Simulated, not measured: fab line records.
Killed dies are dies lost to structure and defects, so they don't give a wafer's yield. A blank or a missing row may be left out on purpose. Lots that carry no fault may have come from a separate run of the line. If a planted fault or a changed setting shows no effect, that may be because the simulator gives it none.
fab line records -- flow n5-finfet
record lots=7, wafers=20, last-day=18
route steps=1938 shown BEOL_M4@1106 BEOL_M5@1112 PASSIVATION@1936
lots that met no fault: taken from a fault-free run of the same line
start-h: the number of hours between the record's first day and the start of the first shown wafer of the lot -- wait-h: how many hours have passed since the lot's step before this one -- " same as the row above -- L1.1+2: a row that stands for several wafers -- - value missing, or start not given -- * or withheld: withheld -- < > ~ a bound
route shown NAME@n: a module of which the file shows steps, and the number in the route of the first -- usual: mean and standard deviation over wafers with no fault -- same: alike in all rows -- chamber/n: place in a boat -- sites: readings site by site -- _std_site: the standard deviation of these -- _edge_site: inner sites' mean taken away from outer sites' mean -- radius-mm: for every site, how far away it sits from the centre of the wafer -- mask NAME#n: copy n -- behind: the last tool/chamber to shape the wafer -- hold: what put the lot on hold/how long, in hours/how the hold closed -- device: transistor that didn't switch, given as n, p or np -- end of line: tests run on the same wafers once the route is complete -- a step without rows: its recipe alone -- killed: the dies lost at the first sort to structure and to defects; this is not the yield of the wafer -- map: shows each die of a wafer: x if killed, . if not, _ if none is there
set.NAME: the setting as run; set.NAME@STEP: as run at that earlier step -- model.NAME: the simulator's own value behind a step, which no gauge read
lots at selected steps of the route; one table per step, one row per wafer
services: from which hour (start-h, from the record's first day; less than 0 if before it) a tool's chamber was out of use, for how many hours, and why
## steps
# step N5_BEOL_M4_CO_CAP_55
# recipe material=Co, target-thk-a=20, temp-c=200, precursor=CCTBA/H2, pressure-torr=30, time-s=102.1
# usual heater-power-w=245/31
lot.wafer,tool,chamber,start-h,wait-h,heater-power-w
L172.4,cvd-co-01,2,246.81,0.0,231
L172.5,cvd-co-01,1,246.81,0.0,317
L172.6,cvd-co-01,0,246.81,0.0,219
L176.1,cvd-co-02,1,261.87,0.0,240
L176.3,cvd-co-02,0,261.87,0.0,252
L176.6,cvd-co-02,1,261.87,0.0,230
L174.2,cvd-co-01,0,275.37,0.0,221
L174.4,cvd-co-01,1,275.37,0.0,314
L180.2,cvd-co-02,2,291.61,0.0,226
L180.3,cvd-co-02,0,291.61,0.0,247
L180.5,cvd-co-02,2,291.61,0.0,223
L181.1,cvd-co-01,0,293.79,0.0,215
L181.4,cvd-co-01,1,293.79,0.0,314
L181.5,cvd-co-01,2,293.79,0.0,227
L179.2,cvd-co-01,1,301.69,0.0,314
L179.4,cvd-co-01,1,301.69,0.0,314
L179.6,cvd-co-01,2,301.69,0.0,228
L184.2,cvd-co-01,0,315.71,0.0,225
L184.3,cvd-co-01,1,315.71,0.0,314
L184.5,cvd-co-01,0,315.71,0.0,226
# step N5_BEOL_M4_PRE_CLEAN_56
# recipe gas=NH3, time-s=15, temp-c=withheld, rf-power-w=300
# step N5_BEOL_M4_DEP_57
# recipe material=SiCN, target-thk-a=80, temp-c=withheld, precursor=3MS/NH3, pressure-torr=3, rf-w=202, time-s=14
# usual showerhead-plenum-p-Torr=3.667/0.013, throttle-valve-pct=9.4/0.41
lot.wafer,tool,chamber,start-h,wait-h,showerhead-plenum-p-Torr,throttle-valve-pct
L172.4,pecvd-03,0,246.91,0.0,3.658,9.4
L172.5,pecvd-03,1,246.91,0.0,3.665,9.9
L172.6,pecvd-03,2,246.91,0.0,3.672,8.7
L176.1,pecvd-03,2,261.99,0.0,3.665,8.9
L176.3,pecvd-03,0,261.99,0.0,3.665,9.3
L176.6,pecvd-03,1,261.99,0.0,3.666,9.7
L174.2,pecvd-03,2,275.48,0.0,3.672,9.0
L174.4,pecvd-03,0,275.48,0.0,3.668,9.1
L180.2,pecvd-01,2,291.72,0.0,3.641,9.2
L180.3,pecvd-01,0,291.72,0.0,3.654,9.8
L180.5,pecvd-01,0,291.72,0.0,3.649,9.7
L181.1,pecvd-01,1,293.90,0.0,3.687,9.3
L181.4,pecvd-01,2,293.90,0.0,3.640,9.1
L181.5,pecvd-01,0,293.90,0.0,3.658,9.9
L179.2,pecvd-01,1,301.82,0.0,3.686,9.3
L179.4,pecvd-01,0,301.82,0.0,3.664,9.8
L179.6,pecvd-01,1,301.82,0.0,3.675,9.2
L184.2,pecvd-01,2,315.82,0.0,3.644,9.0
L184.3,pecvd-01,0,315.82,0.0,3.666,9.8
L184.5,pecvd-01,0,315.82,0.0,3.666,9.8
# step N5_BEOL_M4_RS_MEAS_58
# recipe thk-meas-gauge=four-point-probe, reads=Co_of_BEOL_M4_CO_CAP_55+Cu_of_BEOL_M4_ECD_50+Co_of_BEOL_M4_CVD_47+TaN_of_BEOL_M4_ALD_84
# usual M4_RS=0.68/0.031
lot.wafer,tool,chamber,start-h,wait-h,M4_RS[ohm/sq]
L172.4,film-metro-02,-,246.96,0.0,0.76
L172.5,film-metro-02,-,246.96,0.0,0.71
L172.6,film-metro-02,-,246.96,0.0,0.71
L176.1,film-metro-02,-,262.06,0.0,0.66
L176.3,film-metro-02,-,262.06,0.0,0.64
L176.6,film-metro-02,-,262.06,0.0,0.70
L174.2,film-metro-02,-,275.55,0.1,0.64
L174.4,film-metro-02,-,275.55,0.1,0.63
L180.2,film-metro-02,-,291.79,0.1,0.65
L180.3,film-metro-02,-,291.79,0.1,0.72
L180.5,film-metro-02,-,291.79,0.1,0.73
L181.1,film-metro-02,-,293.98,0.1,0.64
L181.4,film-metro-02,-,293.98,0.1,0.72
L181.5,film-metro-02,-,293.98,0.1,0.67
L179.2,film-metro-01,-,301.89,0.1,0.63
L179.4,film-metro-01,-,301.89,0.1,0.68
L179.6,film-metro-01,-,301.89,0.1,0.63
L184.2,film-metro-02,-,315.89,0.1,0.68
L184.3,film-metro-02,-,315.89,0.1,0.69
L184.5,film-metro-02,-,315.89,0.1,0.66
# step N5_BEOL_M4_INSPECT_59
# recipe inspect-instrument=darkfield, mode=post-dep
# usual raw-defect-count=74/23
lot.wafer,tool,chamber,start-h,wait-h,raw-defect-count
L172.4,defect-inspect-02,-,246.99,0.0,126
L172.5,defect-inspect-02,-,246.99,0.0,77
L172.6,defect-inspect-02,-,246.99,0.0,129
L176.1,defect-inspect-01,-,262.08,0.0,140
L176.3,defect-inspect-01,-,262.08,0.0,55
L176.6,defect-inspect-01,-,262.08,0.0,65
L174.2,defect-inspect-02,-,275.58,0.0,122
L174.4,defect-inspect-02,-,275.58,0.0,70
L180.2,defect-inspect-02,-,291.82,0.0,65
L180.3,defect-inspect-02,-,291.82,0.0,68
L180.5,defect-inspect-02,-,291.82,0.0,46
L181.1,defect-inspect-02,-,294.01,0.0,35
L181.4,defect-inspect-02,-,294.01,0.0,66
L181.5,defect-inspect-02,-,294.01,0.0,42
L179.2,defect-inspect-02,-,301.92,0.0,23
L179.4,defect-inspect-02,-,301.92,0.0,73
L179.6,defect-inspect-02,-,301.92,0.0,92
L184.2,defect-inspect-01,-,315.92,0.0,45
L184.3,defect-inspect-01,-,315.92,0.0,66
L184.5,defect-inspect-01,-,315.92,0.0,30
# step N5_BEOL_M4_RC_MEAS_101
# usual DIBL_N=36.0/1.6, DIBL_P=35.8/2, IOFF_N=0.152/0.03, IOFF_P=0.20/0.031, ION_N=670/12, ION_P=459/7.4, SS_N=71.5/0.56, SS_P=73.2/0.64, VT_N=251/3.5, VT_P=-252/3.3
lot.wafer,tool,chamber,start-h,wait-h,DIBL_N[mV/V],DIBL_P[mV/V],IOFF_N[nA/um],IOFF_P[nA/um],ION_N[uA/um],ION_P[uA/um],SS_N[mV/dec],SS_P[mV/dec],VT_N[mV],VT_P[mV]
L172.4,prober-01,0,247.48,0.5,33.4,34.1,0.119,0.17,666,460,71.4,72.7,253,-252
L172.5,prober-01,0,247.48,0.5,36.4,37.2,0.165,0.24,679,471,71.8,74.6,249,-247
L172.6,prober-01,0,247.48,0.5,35.5,36.4,0.144,0.20,664,458,71.2,73.3,251,-252
L176.1,prober-02,0,262.11,0.0,35.1,35.8,0.133,0.18,669,455,71.4,72.8,252,-254
L176.3,prober-02,0,262.11,0.0,38.1,39.6,0.190,0.22,668,454,72.8,73.3,247,-250
L176.6,prober-02,0,262.11,0.0,37.5,38.8,0.176,0.21,679,458,72.1,73.5,249,-252
L174.2,prober-01,0,275.76,0.2,36.0,35.3,0.140,0.19,673,461,71.3,73.4,252,-253
L174.4,prober-01,0,275.76,0.2,36.0,35.3,0.128,0.18,656,453,71.2,73.0,257,-256
L180.2,prober-02,0,292.00,0.2,35.6,32.7,0.127,0.16,656,443,71.8,73.0,254,-257
L180.3,prober-02,0,292.00,0.2,35.2,33.2,0.122,0.15,659,443,71.1,73.0,256,-258
L180.5,prober-02,0,292.00,0.2,34.1,32.0,0.109,0.14,673,459,71.4,71.8,257,-258
L181.1,prober-02,0,294.03,0.0,38.4,39.4,0.211,0.26,691,465,71.5,73.6,246,-249
L181.4,prober-02,0,294.03,0.0,36.8,36.9,0.173,0.21,679,458,71.2,74.0,249,-250
L181.5,prober-02,0,294.03,0.0,39.4,40.1,0.222,0.27,698,474,72.0,74.7,243,-247
L179.2,prober-01,0,302.10,0.2,33.0,33.7,0.120,0.17,679,465,70.4,72.4,249,-252
L179.4,prober-01,0,302.10,0.2,38.4,39.0,0.209,0.24,684,459,72.5,73.8,247,-249
L179.6,prober-01,0,302.10,0.2,35.6,36.1,0.155,0.20,675,466,71.2,72.8,248,-250
L184.2,prober-02,0,316.10,0.2,34.0,34.0,0.109,0.15,661,451,70.5,72.5,257,-254
L184.3,prober-02,0,316.10,0.2,36.6,36.9,0.150,0.18,665,454,70.7,73.3,252,-254
L184.5,prober-02,0,316.10,0.2,33.0,33.0,0.098,0.14,648,449,70.2,72.2,253,-256
# step N5_BEOL_M5_ILD_DEP_00
# recipe material=SiCOH_lowk, target-thk-a=1406.4, temp-c=300, precursor=DEMS/porogen, pressure-torr=5, rf-w=500, time-s=25.9
# step N5_BEOL_M5_CURE_79
# recipe temp-c=385, time-s=240, ambient=He/Ar, material=SiCOH_lowk
# usual lamp-power-pct=52.30/0.058, wafer_temp_C_max=386.4/0.55
lot.wafer,tool,chamber,start-h,wait-h,lamp-power-pct,wafer_temp_C_max
L172.4,uv-cure-02,1,248.27,0.3,52.28,386.4
L172.5,uv-cure-02,1,248.27,0.3,52.32,386.1
L172.6,uv-cure-02,1,248.27,0.3,52.25,386.4
L176.1,uv-cure-01,1,264.28,1.2,52.32,387.1
L176.3,uv-cure-01,1,264.28,1.2,52.32,388.1
L176.6,uv-cure-01,1,264.28,1.2,52.31,387.3
L174.2,uv-cure-01,2,276.72,0.1,52.31,386.2
L174.4,uv-cure-01,2,276.72,0.1,52.22,386.1
L180.2,uv-cure-03,0,292.95,0.1,52.23,385.8
L180.3,uv-cure-03,0,292.95,0.1,52.17,386.5
L180.5,uv-cure-03,0,292.95,0.1,52.33,385.9
L181.1,uv-cure-02,1,295.11,0.1,52.35,386.2
L181.4,uv-cure-02,1,295.11,0.1,52.33,386.3
L181.5,uv-cure-02,1,295.11,0.1,52.23,386.0
L179.2,uv-cure-02,2,303.05,0.1,52.43,386.4
L179.4,uv-cure-02,2,303.05,0.1,52.31,386.6
L179.6,uv-cure-02,2,303.05,0.1,52.43,386.1
L184.2,uv-cure-03,1,317.05,0.1,52.28,386.8
L184.3,uv-cure-03,1,317.05,0.1,52.28,386.6
L184.5,uv-cure-03,1,317.05,0.1,52.24,386.8
# step N5_BEOL_M5_THK_MEAS_01
# recipe reads=SiCOH_lowk_of_BEOL_M5_ILD_DEP_00
# usual M5_ILD_THK=122.3/1.5
lot.wafer,tool,chamber,start-h,wait-h,M5_ILD_THK[nm]
L172.4,film-metro-02,-,248.55,0.2,124.9
L172.5,film-metro-02,-,248.55,0.2,124.6
L172.6,film-metro-02,-,248.55,0.2,123.6
L176.1,film-metro-02,-,265.27,0.8,120.2
L176.3,film-metro-02,-,265.27,0.8,123.5
L176.6,film-metro-02,-,265.27,0.8,120.9
L174.2,film-metro-01,-,277.16,0.4,121.1
L174.4,film-metro-01,-,277.16,0.4,123.8
L180.2,film-metro-01,-,293.39,0.4,122.2
L180.3,film-metro-01,-,293.39,0.4,121.6
L180.5,film-metro-01,-,293.39,0.4,122.5
L181.1,film-metro-02,-,295.62,0.4,122.5
L181.4,film-metro-02,-,295.62,0.4,125.5
L181.5,film-metro-02,-,295.62,0.4,124.3
L179.2,film-metro-02,-,303.48,0.4,122.9
L179.4,film-metro-02,-,303.48,0.4,125.0
L179.6,film-metro-02,-,303.48,0.4,126.4
L184.2,film-metro-01,-,317.49,0.4,122.8
L184.3,film-metro-01,-,317.49,0.4,121.8
L184.5,film-metro-01,-,317.49,0.4,123.2
# step N5_BEOL_M5_PECVD_70
# recipe material=SiO2, target-thk-a=160, temp-c=400, precursor=TEOS/O2, pressure-torr=5.5, rf-w=450, teos-flow-sccm=53.8, gas=O2, flow-sccm=3000, time-s=18
# usual heater-power-w=720/76, showerhead-plenum-p-Torr=8.79/0.051, throttle-valve-pct=23.1/0.98
lot.wafer,tool,chamber,start-h,wait-h,heater-power-w,showerhead-plenum-p-Torr,throttle-valve-pct
L172.4,pecvd-01,0,248.60,0.1,752,8.76,23.7
L172.5,pecvd-01,0,248.60,0.1,773,8.78,24.2
L172.6,pecvd-01,1,248.60,0.1,843,8.85,22.6
L176.1,pecvd-01,0,265.31,0.0,733,8.79,24.0
L176.3,pecvd-01,0,265.31,0.0,730,8.78,24.0
L176.6,pecvd-01,1,265.31,0.0,821,8.85,22.7
L174.2,pecvd-02,2,277.19,0.0,732,8.79,21.1
L174.4,pecvd-02,1,277.19,0.0,651,8.77,22.1
L180.2,pecvd-03,0,293.42,0.0,701,8.80,23.3
L180.3,pecvd-03,1,293.42,0.0,698,8.79,24.4
L180.5,pecvd-03,0,293.42,0.0,712,8.77,22.9
L181.1,pecvd-01,1,295.66,0.0,857,8.89,22.5
L181.4,pecvd-01,2,295.66,0.0,732,8.70,22.6
L181.5,pecvd-01,0,295.66,0.0,760,8.78,23.9
L179.2,pecvd-03,0,303.52,0.0,621,8.79,22.8
L179.4,pecvd-03,2,303.52,0.0,543,8.81,22.2
L179.6,pecvd-03,0,303.52,0.0,608,8.79,23.0
L184.2,pecvd-03,1,317.52,0.0,629,8.79,24.6
L184.3,pecvd-03,2,317.52,0.0,579,8.78,22.1
L184.5,pecvd-03,1,317.52,0.0,650,8.77,24.3
# step N5_BEOL_M5_HM_DEP_02
# recipe material=TiN, target-thk-a=200, temp-c=25, chamber-pressure-pa=0.49996
# usual throttle-valve-pct=30.0/0.95
lot.wafer,tool,chamber,start-h,wait-h,throttle-valve-pct
L172.4,pvd-sputter-02,-,252.32,3.7,29.8
L172.5,pvd-sputter-02,-,252.32,3.7,29.7
L172.6,pvd-sputter-02,-,252.32,3.7,30.7
L176.1,pvd-sputter-01,-,267.22,1.9,28.6
L176.3,pvd-sputter-01,-,267.22,1.9,32.2
L176.6,pvd-sputter-01,-,267.22,1.9,29.4
L174.2,pvd-sputter-02,-,277.98,0.8,29.8
L174.4,pvd-sputter-02,-,277.98,0.8,30.6
L180.2,pvd-sputter-03,-,294.77,1.3,30.8
L180.3,pvd-sputter-03,-,294.77,1.3,28.7
L180.5,pvd-sputter-03,-,294.77,1.3,30.0
L181.1,pvd-sputter-03,-,296.91,1.2,29.9
L181.4,pvd-sputter-03,-,296.91,1.2,30.1
L181.5,pvd-sputter-03,-,296.91,1.2,29.6
L179.2,pvd-sputter-02,-,304.18,0.6,31.4
L179.4,pvd-sputter-02,-,304.18,0.6,30.5
L179.6,pvd-sputter-02,-,304.18,0.6,31.1
L184.2,pvd-sputter-03,-,318.79,1.3,28.5
L184.3,pvd-sputter-03,-,318.79,1.3,29.9
L184.5,pvd-sputter-03,-,318.79,1.3,30.8
# step N5_BEOL_M5_COAT_59
# recipe resist=SOC, temp-c=250, time-s=60, spin-rpm=1500, resist-thk-nm=60
# step N5_BEOL_M5_COAT_60
# recipe resist=SiARC, temp-c=220, time-s=60, spin-rpm=1500, resist-thk-nm=12
# usual heater-power-total-W=427.7/2.1, run-length-s=66.33/0.17
lot.wafer,tool,chamber,start-h,wait-h,heater-power-total-W,run-length-s
L172.4,litho-track-04,0,252.45,-,426.5,66.71
L172.5,litho-track-04,0,252.45,-,424.6,66.55
L172.6,litho-track-04,0,252.45,-,425.3,66.33
L176.1,litho-track-05,0,267.35,-,429.5,66.16
L176.3,litho-track-05,0,267.35,-,430.3,66.43
L176.6,litho-track-05,0,267.35,-,429.5,66.14
L174.2,litho-track-01,0,278.11,-,426.2,66.44
L174.4,litho-track-01,0,278.11,-,427.3,66.31
L180.2,litho-track-05,0,294.90,-,424.8,66.29
L180.3,litho-track-05,0,294.90,-,548.3,45.89
L180.5,litho-track-05,0,294.90,-,553.1,46.01
L181.1,litho-track-05,0,297.04,-,429.0,66.22
L181.4,litho-track-05,0,297.04,-,430.0,66.05
L181.5,litho-track-05,0,297.04,-,545.7,45.87
L179.2,litho-track-04,0,304.30,-,427.8,66.47
L179.4,litho-track-04,0,304.30,-,427.5,66.47
L179.6,litho-track-04,0,304.30,-,424.4,66.46
L184.2,litho-track-05,0,318.92,-,429.4,66.19
L184.3,litho-track-05,0,318.92,-,546.7,45.74
L184.5,litho-track-05,0,318.92,-,550.8,45.74
# step N5_BEOL_M5_COAT_71
# recipe resist=underlayer, temp-c=205, time-s=60, spin-rpm=1500, resist-thk-nm=5
# step N5_PASSIVATION_PROBE_49
# usual defect-limited-yield=91.6/1.4, killed_at_M0_to_M3=33/10, killed_at_M4_up=13/5.3, killed-at-contacts=13/5.9, killed-at-front-end=36/12, killed-at-other=4/3.1, killed-dies=99/16, killed-open=65/13, killed-short=32/7.3, sort_bin_5_function=4.9/0.9, sort_bin_6_memory=3.1/0.66, sort-n-pass=1081/17, sort-yield-pct=91.6/1.4
# same gross-dies=1180, killed-at-back-side=0, sort_bin_4_leakage[%]=0, sort_bin_8_speed[%]=0
lot.wafer,tool,chamber,start-h,wait-h,defect-limited-yield[%],killed_at_M0_to_M3,killed_at_M4_up,killed-at-contacts,killed-at-front-end,killed-at-other,killed-dies,killed-open,killed-short,sort_bin_5_function[%],sort_bin_6_memory[%],sort-n-pass,sort-yield-pct[%]
L176.1,prober-02,-,365.92,0.0,89.8,26,23,23,45,3,120,78,39,6.1,3.9,1060,89.8
L176.3,prober-02,-,366.02,0.1,92.5,38,14,18,16,2,88,56,30,4.8,2.5,1092,92.5
# killed by level:class
L176.1 MOL_CONTACT_COAG:geometric-particle:open=17 BEOL_M3:geometric-particle:open=16 BEOL_M4:geometric-particle:open=14 FIN_SAQP:geometric-particle:short=12 DUMMY_GATE:geometric-particle:open=6 GATE_CUT:geometric-particle:short=6 FIN_SAQP:geometric-particle:open=5 STI_FIN_REVEAL:geometric-particle:open=4
L176.3 BEOL_M3:geometric-particle:open=17 MOL_CONTACT_COAG:geometric-particle:open=12 BEOL_M0_SAQP:geometric-particle:short=8 BEOL_M4:geometric-particle:open=6 STI_FIN_REVEAL:geometric-particle:open=5 MOL_CONTACT_COAG:geometric-particle:short=5 BEOL_M3:geometric-particle:short=5 FIN_SAQP:geometric-particle:short=3
## services
tool,chamber,start-h,hours,kind
pecvd-03,1,223.73,6.0,repair
pecvd-02,1,233.21,2.1,scheduled-down
pecvd-03,2,234.72,9.0,repair
pecvd-01,2,236.42,-,clean
pecvd-01,2,236.42,-,consumable-replace:showerhead
pecvd-01,2,236.42,29.0,scheduled-down
pecvd-01,2,236.42,29.0,vent-cycle
uv-cure-02,-,260.18,6.9,repair
pecvd-02,0,273.00,5.5,scheduled-down
## key
first-sign step=N5_BEOL_M5_COAT_60, reading=run-length-s, direction=down, sigmas=99+, usual=*, struck=*
effect step=N5_BEOL_M5_COAT_60, reading=heater-power-total-W, direction=up, sigmas=58, usual=*, struck=*
met-at N5_BEOL_M5_COAT_60
struck-wafers L180.3,L180.5,L181.5,L184.3,L184.5
onset-between 267.35 294.90
fault kind=process-parameter-drift, tool=litho-track-05, chamber=-, onset-h=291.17, steps=N5_BEOL_M5_COAT_60, channel=time-s, offset=*, shape=step, end-h=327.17, scope=struck-wafers-only, acts-in=*, stated=*
